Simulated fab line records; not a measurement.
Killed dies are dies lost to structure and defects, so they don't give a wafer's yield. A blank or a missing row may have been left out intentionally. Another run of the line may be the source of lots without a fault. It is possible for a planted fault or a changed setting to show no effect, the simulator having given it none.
Struck lot and sound lot, side by side    flow nand harc    14 steps out of a route of 1302
Sound: wafers L945.1, L945.3, L945.5. Struck: wafers L937.1, L937.4. (L937.6 of the same lot was not struck and is left out.) The cause comes at the end.
Per side, at each step with rows, come the tool, then ch with its chambers, and then its first start. Under that, the readings that differ: sound wafers    struck wafers    difference of the means    sigmas: that difference in standard deviations of wafers without a fault.
alike: same words and numbers on both sides, and readings whose means sit less than 2 such deviations apart. not compared: any withheld reading, any reading some wafer has no value for, any bound like >300 that may hide the same value, and any number with overlapping values for which the record gives no deviation.
Wherever a step has rows on one side only, a row that says differs or no value, or a row with sigmas, the two part there. Non-overlapping numbers with no deviation appear without sigmas and do not part them. A reading that every wafer of one side lacks parts them only if that side has two wafers or more.

NHARC_A_ZERO_WELL_INSPECT_17:
  sound on defect inspect-02 at day 16 00:41; struck on defect inspect-01 at day 12 05:11
  alike: raw defect count
then, 3 steps without rows for these wafers: NHARC_A_SOURCE_PLATE_PRECLEAN_00 (cleans in HF-LAST, time 60 s); NHARC_A_SOURCE_PLATE_SRD_01; NHARC_A_SOURCE_PLATE_OXIDE_02 (material SiO2, target thk 10 nm, ox time 1362 s).
NHARC_A_SOURCE_PLATE_THK_MEAS_09: measures by ellipsometry.
  sound on film metro-02 at day 16 07:32; struck on film metro-02 at day 12 12:30
  alike: thk nm
then, 3 steps without rows for these wafers: NHARC_A_SOURCE_PLATE_PVD_04 (deposits WSi2, target thk 50 nm); NHARC_A_SOURCE_PLATE_CVD_03 (deposits poly-Si, target thk 200 nm, time 4000 s); NHARC_A_SOURCE_PLATE_ANNEAL_05 (time 1800 s).
NHARC_A_SOURCE_PLATE_THK_MEAS_06: measures by ellipsometry.
  sound on film metro-01 at day 16 20:37; struck on film metro-02 at day 13 02:25
  alike: thk nm
NHARC_A_SOURCE_PLATE_INSPECT_08:
  sound on defect inspect-02 at day 16 20:41; struck on defect inspect-01 at day 13 02:31
  alike: raw defect count
NHARC_A_ONON_D1_DEP_00: target thk 1000 nm.
  sound on pecvd onon-02 ch 0, day 16 20:45; struck on pecvd onon-02 ch 0, day 13 02:35
NHARC_A_ONON_D1_THK_MEAS_02: measures by ellipsometry.
  sound on film metro-01 at day 16 21:16; struck on film metro-02 at day 13 03:05
reading      sound           struck     difference  sigmas
thk nm (nm)  1004 1003 1005  1798 1795  +792        +83
then NHARC_A_ONON_D1_DEP_03 (target thk 1000 nm), 1 step lacking rows for these wafers.
-- the record jumps here: 17 days lie between the struck wafers' starts before and after (it left off in module A_ONON_D1 and takes up again in module END, whose first step shown is number 1302 of the route) --
NHARC_END_SORT_01:
  the record has rows for the struck wafers here (prober-02 ch 0, day 29 23:57) and none for the sound ones

WHERE THEY PART
At NHARC_A_ONON_D1_THK_MEAS_02 first; at NHARC_END_SORT_01 last (within this record only).

WHY: what the simulator had put in
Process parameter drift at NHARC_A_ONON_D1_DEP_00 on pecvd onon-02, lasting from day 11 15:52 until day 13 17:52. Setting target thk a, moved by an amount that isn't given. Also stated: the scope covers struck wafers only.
